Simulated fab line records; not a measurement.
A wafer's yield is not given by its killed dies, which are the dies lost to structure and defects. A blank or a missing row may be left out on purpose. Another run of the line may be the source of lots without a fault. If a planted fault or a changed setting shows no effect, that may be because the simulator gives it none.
Chamber matching -- flow n5-finfet -- N5_WELL_APT_DESCUM_13 on rie-diel-06: 4 sister chambers
The step chemistry O2, time 7.9 s. 8 wafers are shown with their chamber, then 9 later ones without.

## WAFERS, EACH WITH ITS CHAMBER
wafer,chamber,drypump-motor-current-A (A),throttle-valve-pct (%)
L076.5,2,5.77,20.29
L081.3,3,5.27,20.11
L082.4,3,5.26,20.09
L082.5,1,5.60,20.14
L082.6,0,5.60,20.34
L084.1,0,5.58,20.34
L084.4,2,5.75,19.93
L084.6,1,5.61,20.16

## WAFERS WITHOUT THEIR CHAMBER
wafer,drypump-motor-current-A (A),throttle-valve-pct (%)
L086.2,5.57,20.35
L086.3,5.28,20.12
L086.4,5.78,19.92
L094.1,5.58,20.37
L094.2,5.27,20.13
L094.3,5.59,20.21
L095.1,5.75,19.95
L095.4,5.26,20.12
L095.5,5.26,20.14

## EACH ONE'S CHAMBER
wafer,from the rows above,in truth
L086.2,can't be placed: 0 or 1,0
L086.3,3,3
L086.4,2,2
L094.1,can't be placed: 0 or 1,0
L094.2,3,3
L094.3,can't be placed: 0 or 1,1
L095.1,2,2
L095.4,3,3
L095.5,3,3
Placed correctly: 6 of 9. From these rows, 3 cannot be placed; in 3 the true chamber is one of the candidates. 0 placed wrongly.
How it was worked out, from the rows above alone: a wafer's distance from a chamber is the root of the sum, over the readings, of the square of ((its reading less the chamber's mean) divided by the reading's scatter). The wafer belongs to the nearest chamber; if the next one is less than 2 further off, it can't be placed. Each chamber's mean is taken over the wafers shown for it. The scatter: take each reading less its chamber's mean, square it, sum over the shown wafers, divide by the number of wafers less the number of chambers, and take the root.
